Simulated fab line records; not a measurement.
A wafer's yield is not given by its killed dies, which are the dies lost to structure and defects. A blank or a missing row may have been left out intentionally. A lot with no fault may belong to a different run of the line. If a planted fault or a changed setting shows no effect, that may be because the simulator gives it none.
fab line records | flow n5-finfet
record lots=10 | wafers=30 | last-day=15
route steps=1938 shown BEOL_M3@989 BEOL_M4@1111
lots that met no fault: taken from a fault-free run of the same line
start-h: the number of hours between the record's first day and the start of the first shown wafer of the lot | wait-h: how many hours have passed since the lot's step before this one | " as in the row above | L1.1+2: several wafers, shown together as one row | - no value, or no start was given | * or withheld: withheld | < > ~ a bound
route shown NAME@n: names a module that has steps shown in the file, with the first one's number in the route | usual: average and standard deviation across the fault-free wafers | same: alike in all rows | chamber/n: place in a boat | sites: the reading at each site | _std_site: their standard deviation | _edge_site: inner sites' mean taken away from outer sites' mean | radius-mm: how far each site lies from the wafer's centre | mask NAME#n: copy n | behind: the tool/chamber that last shaped the wafer | hold: the reason the lot was held/the length of the hold in hours/how it ended | device: transistor that didn't switch, given as n, p or np | end of line: tests of these same wafers at the route's end | a step given without rows: its recipe and nothing more | killed: the dies lost at the first sort to structure and to defects; this is not the yield of the wafer | map: shows each die of a wafer: x if killed, . if not, _ if none is there
set.NAME: the setting the step ran with; set.NAME@STEP: the setting that earlier step ran with | model.NAME: the simulator's own value behind a step, which no gauge read
a sample of lots followed through the steps of the route, with each step as a table and each wafer as a row
services: a tool's chamber out of use, with start hour (start-h, from the record's first day; less than 0 if before it), hours out, and reason
## steps
# step N5_BEOL_M3_DEGAS_44
# recipe ambient=vacuum | temp-c=250 | time-s=60
# usual heater-power-w=325/34
lot.wafer | tool           | chamber | start-h | wait-h | heater-power-w
L254.2    | pvd-sputter-03 | -       | 160.31  | 0.5    | 335
L254.3    | "              | -       | "       | "      | 343
L254.5    | "              | -       | "       | "      | 284
L256.2    | pvd-sputter-01 | -       | 169.17  | 0.2    | 331
L256.4    | "              | -       | "       | "      | 330
L256.5    | "              | -       | "       | "      | 395
L258.1    | pvd-sputter-02 | -       | 179.12  | 0.0    | 333
L258.2    | "              | -       | "       | "      | 315
L258.6    | "              | -       | "       | "      | 231
L259.1    | pvd-sputter-02 | -       | 191.23  | 0.3    | 321
L259.2    | "              | -       | "       | "      | 240
L259.5    | "              | -       | "       | "      | 238
L261.1    | pvd-sputter-01 | -       | 191.29  | 0.2    | 389
L261.3    | "              | -       | "       | "      | 319
L261.6    | "              | -       | "       | "      | 316
L260.2    | pvd-sputter-03 | -       | 197.89  | 0.2    | 344
L260.3    | "              | -       | "       | "      | 337
L260.4    | "              | -       | "       | "      | 291
L262.2    | pvd-sputter-03 | -       | 197.97  | 0.2    | 339
L262.3    | "              | -       | "       | "      | 293
L262.6    | "              | -       | "       | "      | 333
L263.2    | pvd-sputter-01 | -       | 208.47  | 0.2    | 331
L263.3    | "              | -       | "       | "      | 355
L263.6    | "              | -       | "       | "      | 311
L264.1    | pvd-sputter-02 | -       | 213.56  | 0.1    | 305
L264.4    | "              | -       | "       | "      | 242
L264.5    | "              | -       | "       | "      | 312
L265.4    | pvd-sputter-03 | -       | 230.44  | 0.1    | 347
L265.5    | "              | -       | "       | "      | 345
L265.6    | "              | -       | "       | "      | 325
# step N5_BEOL_M3_CVD_47
# recipe material=Co | target-thk-a=30 | temp-c=withheld | precursor=CCTBA/H2 | pressure-torr=30 | time-s=223.8
# usual run-length-s=246.7/0.4
lot.wafer | tool      | chamber | start-h | wait-h | run-length-s | since-wet-clean-h
L254.2    | cvd-co-02 | 2       | 160.89  | 0.0    | 246.4        | 243
L254.3    | "         | 1       | "       | "      | 246.8        | 1140
L254.5    | "         | 2       | "       | "      | 246.6        | -
L256.2    | cvd-co-02 | 0       | 169.97  | 0.3    | 247.2        | 711
L256.4    | "         | 2       | "       | "      | 246.1        | -
L256.5    | "         | 1       | "       | "      | 247.4        | -
L258.1    | cvd-co-02 | 1       | 181.08  | 0.0    | 247.4        | 1160
L258.2    | "         | 2       | "       | "      | 246.8        | 263
L258.6    | "         | 0       | "       | "      | 247.2        | -
L259.1    | cvd-co-01 | 2       | 191.68  | 0.1    | 246.4        | 492
L259.2    | "         | 1       | "       | "      | 246.0        | 55
L259.5    | "         | 2       | "       | "      | 247.0        | -
L261.1    | cvd-co-02 | 1       | 191.71  | 0.1    | 246.6        | 1170
L261.3    | "         | 1       | "       | "      | 247.3        | -
L261.6    | "         | 2       | "       | "      | 246.3        | -
L260.2    | cvd-co-01 | 1       | 198.35  | 0.0    | 246.6        | 62
L260.3    | "         | 2       | "       | "      | 247.2        | 499
L260.4    | "         | 1       | "       | "      | 246.2        | -
L262.2    | cvd-co-01 | 0       | 198.48  | 0.1    | 246.7        | 959
L262.3    | "         | 1       | "       | "      | 246.4        | 62
L262.6    | "         | 2       | "       | "      | 246.6        | -
L263.2    | cvd-co-02 | 1       | 208.86  | 0.0    | 246.7        | 1188
L263.3    | "         | 0       | "       | "      | 247.5        | 750
L263.6    | "         | 1       | "       | "      | 246.8        | -
L264.1    | cvd-co-02 | 0       | 214.10  | 0.1    | 247.4        | 755
L264.4    | "         | 2       | "       | "      | 247.0        | -
L264.5    | "         | 0       | "       | "      | 246.9        | -
L265.4    | cvd-co-01 | 0       | 230.91  | 0.1    | 246.7        | -
L265.5    | "         | 2       | "       | "      | 247.1        | -
L265.6    | "         | 1       | "       | "      | 330.4        | -
# step N5_BEOL_M3_SPUTTER_48
# recipe material=Cu | target-thk-a=45 | temp-c=-20 | chamber-pressure-pa=0.07 | power-w=withheld | time-s=8.29
# usual chamber-pressure-pa=0.07001/0.00014 | chuck-sensor-temp-C=-16.0/0.44 | throttle-valve-pct=29.6/1.4
lot.wafer | tool           | chamber | start-h | wait-h | chamber-pressure-pa | chuck-sensor-temp-C | throttle-valve-pct
L254.2    | pvd-sputter-02 | -       | 161.19  | 0.2    | 0.07005             | -16.3               | 30.8
L254.3    | "              | -       | "       | "      | 0.07003             | -16.2               | 30.8
L254.5    | "              | -       | "       | "      | 0.07001             | -16.5               | 29.6
L256.2    | pvd-sputter-03 | -       | 170.49  | 0.5    | 0.07009             | -15.9               | 31.2
L256.4    | "              | -       | "       | "      | 0.06994             | -15.4               | 30.6
L256.5    | "              | -       | "       | "      | 0.07004             | -15.7               | 30.5
L258.1    | pvd-sputter-02 | -       | 181.24  | 0.1    | 0.07026             | -15.3               | 29.7
L258.2    | "              | -       | "       | "      | 0.0701              | -16.3               | 29.6
L258.6    | "              | -       | "       | "      | 0.07013             | -16.0               | 30.7
L259.1    | pvd-sputter-02 | -       | 191.83  | 0.1    | 0.07005             | -16.3               | 30.8
L259.2    | "              | -       | "       | "      | 0.07007             | -16.1               | 30.6
L259.5    | "              | -       | "       | "      | 0.06996             | -15.3               | 29.6
L261.1    | pvd-sputter-01 | -       | 192.01  | 0.2    | 0.07013             | -15.4               | 29.8
L261.3    | "              | -       | "       | "      | 0.07012             | -16.6               | 27.8
L261.6    | "              | -       | "       | "      | 0.07006             | -16.1               | 30.4
L260.2    | pvd-sputter-03 | -       | 198.50  | 0.1    | 0.07015             | -15.4               | 30.4
L260.3    | "              | -       | "       | "      | 0.0699              | -16.6               | 31.2
L260.4    | "              | -       | "       | "      | 0.07005             | -16.2               | 29.1
L262.2    | pvd-sputter-02 | -       | 198.64  | 0.1    | 0.06989             | -16.5               | 30.8
L262.3    | "              | -       | "       | "      | 0.0699              | -15.4               | 29.3
L262.6    | "              | -       | "       | "      | 0.06989             | -16.4               | 30.7
L263.2    | pvd-sputter-01 | -       | 209.04  | 0.1    | 0.06992             | -15.5               | 26.7
L263.3    | "              | -       | "       | "      | 0.06997             | -16.3               | 30.1
L263.6    | "              | -       | "       | "      | 0.06987             | -16.6               | 27.4
L264.1    | pvd-sputter-02 | -       | 214.34  | 0.2    | 0.06998             | -16.2               | 30.5
L264.4    | "              | -       | "       | "      | 0.06996             | -16.5               | 30.8
L264.5    | "              | -       | "       | "      | 0.07011             | -15.3               | 29.4
L265.4    | pvd-sputter-02 | -       | 231.07  | 0.1    | 0.06968             | -16.5               | 31.2
L265.5    | "              | -       | "       | "      | 0.07019             | -15.3               | 29.5
L265.6    | "              | -       | "       | "      | 0.06982             | -16.5               | 29.4
# step N5_BEOL_M3_ANNEAL_87
# recipe temp-c=400 | time-s=240 | ambient=vacuum
# usual heater-power-w=795/95
lot.wafer | tool           | chamber | start-h | wait-h | heater-power-w
L254.2    | pvd-sputter-02 | -       | 161.93  | 0.0    | 781
L254.3    | "              | -       | "       | "      | 593
L254.5    | "              | -       | "       | "      | 823
L256.2    | pvd-sputter-03 | -       | 171.23  | 0.0    | 857
L256.4    | "              | -       | "       | "      | 727
L256.5    | "              | -       | "       | "      | 739
L258.1    | pvd-sputter-02 | -       | 181.98  | 0.0    | 775
L258.2    | "              | -       | "       | "      | 816
L258.6    | "              | -       | "       | "      | 593
L259.1    | pvd-sputter-02 | -       | 192.57  | 0.0    | 784
L259.2    | "              | -       | "       | "      | 607
L259.5    | "              | -       | "       | "      | 791
L261.1    | pvd-sputter-01 | -       | 192.75  | 0.0    | 975
L261.3    | "              | -       | "       | "      | 809
L261.6    | "              | -       | "       | "      | 910
L260.2    | pvd-sputter-03 | -       | 199.24  | 0.0    | 725
L260.3    | "              | -       | "       | "      | 849
L260.4    | "              | -       | "       | "      | 848
L262.2    | pvd-sputter-02 | -       | 199.38  | 0.0    | 771
L262.3    | "              | -       | "       | "      | 815
L262.6    | "              | -       | "       | "      | 778
L263.2    | pvd-sputter-01 | -       | 209.78  | 0.0    | 784
L263.3    | "              | -       | "       | "      | 866
L263.6    | "              | -       | "       | "      | 821
L264.1    | pvd-sputter-02 | -       | 215.08  | 0.0    | 591
L264.4    | "              | -       | "       | "      | 806
L264.5    | "              | -       | "       | "      | 800
L265.4    | pvd-sputter-02 | -       | 231.81  | 0.0    | 786
L265.5    | "              | -       | "       | "      | 781
L265.6    | "              | -       | "       | "      | 820
# step N5_BEOL_M4_RC_MEAS_101
# usual DIBL_N=36.3/1.2 | DIBL_P=36.1/1.6 | IOFF_N=0.161/0.023 | IOFF_P=0.209/0.027 | ION_N=676/8.9 | ION_P=462/5.3 | SS_N=71.5/0.51 | SS_P=73.2/0.5 | VT_N=249.1/2.5 | VT_P=-249.9/2.8
lot.wafer | tool      | chamber | start-h | wait-h | DIBL_N[mV/V] | DIBL_P[mV/V] | IOFF_N[nA/um] | IOFF_P[nA/um] | ION_N[uA/um] | ION_P[uA/um] | SS_N[mV/dec] | SS_P[mV/dec] | VT_N[mV] | VT_P[mV]
L254.2    | prober-01 | 0       | 176.29  | 0.2    | 36.1         | 35.6         | 0.155         | 0.203         | 683          | 462          | 71.5         | 72.9         | 248.2    | -249.9
L254.3    | "         | 0       | "       | "      | 35.8         | 36.2         | 0.145         | 0.211         | 671          | 461          | 70.9         | 72.7         | 248.5    | -250.4
L254.5    | "         | 0       | "       | "      | 37.7         | 38.1         | 0.185         | 0.249         | 689          | 471          | 71.6         | 73.9         | 246.0    | -247.5
L256.2    | prober-02 | 0       | 182.19  | 0.2    | 35.7         | 34.7         | 0.146         | 0.190         | 672          | 463          | 71.5         | 72.8         | 252.3    | -249.1
L256.4    | "         | 0       | "       | "      | 34.9         | 33.4         | 0.125         | 0.172         | 666          | 457          | 70.9         | 72.9         | 252.6    | -253.1
L256.5    | "         | 0       | "       | "      | 34.4         | 33.8         | 0.125         | 0.180         | 667          | 464          | 71.1         | 72.9         | 252.0    | -251.7
L258.1    | prober-02 | 0       | 196.58  | 0.0    | 37.6         | 36.7         | 0.184         | 0.262         | 682          | 471          | 71.5         | 73.2         | 245.7    | -246.9
L258.2    | "         | 0       | "       | "      | 36.4         | 36.1         | 0.168         | 0.241         | 686          | 468          | 71.5         | 73.4         | 247.2    | -244.0
L258.6    | "         | 0       | "       | "      | 37.9         | 37.3         | 0.192         | 0.272         | 678          | 465          | 71.8         | 73.4         | 248.0    | -243.8
L259.1    | prober-02 | 0       | 204.65  | 0.0    | 36.5         | 35.8         | 0.158         | 0.203         | 669          | 459          | 71.6         | 73.5         | 249.0    | -249.5
L259.2    | "         | 0       | "       | "      | 37.4         | 37.8         | 0.188         | 0.239         | 675          | 459          | 71.5         | 73.4         | 248.5    | -247.8
L259.5    | "         | 0       | "       | "      | 37.1         | 37.4         | 0.198         | 0.240         | 683          | 466          | 71.6         | 74.4         | 248.4    | -247.9
L261.1    | prober-02 | 0       | 206.31  | 0.0    | 36.9         | 34.3         | 0.153         | 0.203         | 670          | 467          | 71.5         | 73.2         | 249.4    | -248.5
L261.3    | "         | 0       | "       | "      | 37.7         | 35.4         | 0.170         | 0.221         | 667          | 462          | 71.7         | 72.8         | 247.7    | -248.0
L261.6    | "         | 0       | "       | "      | 36.9         | 34.6         | 0.166         | 0.202         | 674          | 459          | 71.5         | 72.8         | 250.3    | -252.3
L260.2    | prober-01 | 0       | 211.89  | 0.2    | 34.3         | 34.7         | 0.129         | 0.158         | 664          | 450          | 71.2         | 73.6         | 252.9    | -256.2
L260.3    | "         | 0       | "       | "      | 35.1         | 35.5         | 0.140         | 0.175         | 679          | 461          | 71.3         | 73.3         | 248.6    | -252.5
L260.4    | "         | 0       | "       | "      | 35.0         | 35.4         | 0.140         | 0.171         | 663          | 454          | 71.4         | 73.3         | 249.8    | -253.8
L262.2    | prober-01 | 0       | 212.82  | 0.3    | 33.8         | 34.7         | 0.146         | 0.179         | 678          | 463          | 72.2         | 72.4         | 247.6    | -253.7
L262.3    | "         | 0       | "       | "      | 35.2         | 36.6         | 0.172         | 0.209         | 687          | 463          | 71.7         | 73.4         | 244.4    | -249.4
L262.6    | "         | 0       | "       | "      | 34.6         | 35.9         | 0.155         | 0.190         | 675          | 458          | 71.3         | 72.8         | 248.9    | -251.1
L263.2    | prober-01 | 0       | 226.46  | 0.2    | 36.6         | 36.6         | 0.164         | 0.206         | 684          | 463          | 71.7         | 72.9         | 246.6    | -249.0
L263.3    | "         | 0       | "       | "      | 36.6         | 37.1         | 0.165         | 0.209         | 687          | 465          | 71.4         | 73.7         | 249.3    | -247.0
L263.6    | "         | 0       | "       | "      | 36.2         | 36.4         | 0.150         | 0.196         | 673          | 457          | 70.7         | 73.0         | 248.3    | -250.7
L264.1    | prober-02 | 0       | 228.15  | 0.0    | 36.7         | 38.7         | 0.170         | 0.229         | 685          | 459          | 72.1         | 74.3         | 249.1    | -248.1
L264.4    | "         | 0       | "       | "      | 36.9         | 38.6         | 0.179         | 0.226         | 669          | 464          | 71.8         | 73.7         | 248.4    | -250.7
L264.5    | "         | 0       | "       | "      | 37.4         | 39.4         | 0.188         | 0.234         | 687          | 466          | 71.5         | 73.6         | 246.8    | -248.6
L265.4    | prober-02 | 0       | 246.78  | 0.5    | 36.9         | 36.3         | 0.165         | 0.255         | 678          | 471          | 71.0         | 72.7         | 247.4    | -244.3
L265.5    | "         | 0       | "       | "      | 35.8         | 35.2         | 0.153         | 0.231         | 678          | 470          | 71.1         | 72.7         | 244.7    | -244.4
L265.6    | "         | 0       | "       | "      | 36.5         | 35.7         | 0.152         | 0.236         | 671          | 467          | 71.5         | 73.2         | 248.8    | -244.2
## services
tool      | chamber | start-h | hours | kind
cvd-co-01 | 2       | 178.45  | 2.3   | repair
cvd-co-02 | 0       | 183.03  | 9.2   | repair
cvd-co-02 | -       | 192.72  | 6.9   | pm
## key
first-sign step=N5_BEOL_M3_CVD_47 | reading=run-length-s | direction=up | sigmas=99+ | usual=* | struck=*
effect none on later readings
met-at N5_BEOL_M3_CVD_47
struck-lots L265
struck-wafers L265.6
not-acting-at N5_BEOL_M3_DEGAS_44,N5_BEOL_M3_SPUTTER_48,N5_BEOL_M3_ANNEAL_87
onset-between 198.48 230.91
fault kind=process-parameter-drift | tool=cvd-co-01 | chamber=1 | onset-h=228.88 | steps=N5_BEOL_M3_CVD_47 | channel=time-s | offset=* | shape=step | end-h=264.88 | acts-in=* | stated=*
